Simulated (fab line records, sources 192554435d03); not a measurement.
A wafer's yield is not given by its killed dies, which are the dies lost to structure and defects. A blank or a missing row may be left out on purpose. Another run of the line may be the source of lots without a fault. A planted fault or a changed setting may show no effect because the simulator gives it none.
Chamber matching | flow n5-finfet | N5_BEOL_M0_SAQP_DESCUM_19 on rie-diel-03 has 4 sister chambers
The step chemistry O2, time 7.9 s. 4 wafers are shown with their chamber, then 11 later ones without.

WAFERS PAIRED WITH THEIR CHAMBERS
wafer  | chamber | drypump-motor-current-A (A)
L077.6 | 1       | 5.8
L089.2 | 2       | 6.6
L089.4 | 3       | 6.4
L090.1 | 0       | 5.2

WAFERS WHOSE CHAMBER IS MISSING
wafer  | drypump-motor-current-A (A)
L090.3 | 6.4
L090.5 | 5.8
L095.1 | 5.9
L095.2 | 5.3
L095.4 | 6.6
L096.4 | 5.2
L096.5 | 5.8
L096.6 | 6.6
L097.2 | 5.2
L097.4 | 5.9
L097.5 | 6.6

WHICH CHAMBER EACH WENT THROUGH
wafer  | from the rows above | in truth
L090.3 | 3                   | 3
L090.5 | 1                   | 1
L095.1 | 1                   | 1
L095.2 | 0                   | 0
L095.4 | 2                   | 2
L096.4 | 0                   | 0
L096.5 | 1                   | 1
L096.6 | 2                   | 2
L097.2 | 0                   | 0
L097.4 | 1                   | 1
L097.5 | 2                   | 2
Placed correctly: 11 of 11. Number that these rows cannot place: 0. Number placed wrongly: 0.
How it was worked out, from the rows above alone: a wafer's distance from a chamber is the root of the sum, over the readings, of the square of ((its reading less the chamber's mean) divided by the reading's scatter). The wafer belongs to the nearest chamber; if the next one is less than 2 further off, it can't be placed. The mean given for a chamber averages the wafers shown for that chamber. The scatter: with one shown wafer a chamber, the root of the mean of the squares of how far each hidden wafer lies from its nearest shown one.
